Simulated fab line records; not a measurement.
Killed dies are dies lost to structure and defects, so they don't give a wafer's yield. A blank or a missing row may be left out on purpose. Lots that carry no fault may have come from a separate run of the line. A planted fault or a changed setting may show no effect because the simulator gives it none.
8D (eight disciplines) problem report, filled in by code	flow n5Finfet	the parts of the form that need people (team, actions taken, sign-off) are left out

== 1. PROBLEM STATEMENT ==
Across 6 wafers from 2 lots, V7_OVL at N5_BEOL_M8_OVL_MEAS_29 averages 6.5 nm, while fault-free wafers read -0.2 nm with a standard deviation of 0.7. Relative to the usual mean, that is a shift of +9.5 standard deviations.
First observed at day 13 19:20: wafer L463.2, on overlay-02. At this step, 34 wafers from 14 lots have a number in the record. Rule for "out", or "out of limits": more than 4 standard deviations from the usual mean. Any other wafer with a number is counted as sound.

== 2. WHAT IT IS AND WHAT IT IS NOT ==
question	is	is not
which readings at this step	V7_OVL	-
which lots	L462, L463	L445, L447, L448, L449, L451, L452, L453, L455, L456, L457, L466, L467
which wafers of those lots	all that have a number	-
read on which gauges	overlay-02	overlay-01
when	from day 13 19:20	up to then (22 sound wafers); but 6 sound wafers of L466, L467 came after

== 3. THE SUSPECTS, EACH WITH WHAT RULES IT OUT ==
Counting: a tool at any process step up to the reading remains a suspect when it ran all the lots that are out and ran no sound lot after the first of those.
- the gauge at N5_BEOL_M8_OVL_MEAS_29: kept. All the wafers that are out were read on overlay-02, and no step on other tools shows them out.
- euvScanner-02 at N5_BEOL_M8_EXPOSE_25 (exposes mask V7, target cd 40 nm): kept. All lots that are out passed through it, beginning with L463 at day 13 19:11, and no sound lot followed; its final sound lot before that point was L451 at day 10 17:56.
Remaining after the count are euvScanner-02 at N5_BEOL_M8_EXPOSE_25 and overlay-02 at N5_BEOL_M8_OVL_MEAS_29.

== 4. THE CAUSE (what the simulator had put in) ==
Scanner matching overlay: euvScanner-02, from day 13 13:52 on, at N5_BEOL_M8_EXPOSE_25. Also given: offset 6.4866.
Of the 2 suspects that counting leaves, this tool is one.

== 5. THE CHAIN OF EFFECTS, in route order ==
Rows list readings where the struck wafers' mean (over those with a number) sits beyond 3 standard deviations from the usual. Only readings whose record carries a usual standard deviation are examined. hours: median over the lots of the time between each lot's start at the first step of this table that gives one and its start at this step. sigmas: the change, counted in usual standard deviations.
hours	step	reading	usual	on struck wafers	change	sigmas
0	N5_BEOL_M8_OVL_MEAS_29	V7_OVL	-0.2 nm	6.5	+6.7	+9.5

== 6. HOW IT WOULD HAVE BEEN CAUGHT EARLIER ==
The first out-of-limits reading at a measuring or inspecting step in this record came at day 13 19:20, 5 hours after the fault's start at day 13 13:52.
L462, from the lots that are out (2), started N5_BEOL_M8_EXPOSE_25 on euvScanner-02 later than day 13 19:20. A hold on the tool at that time would have spared it.
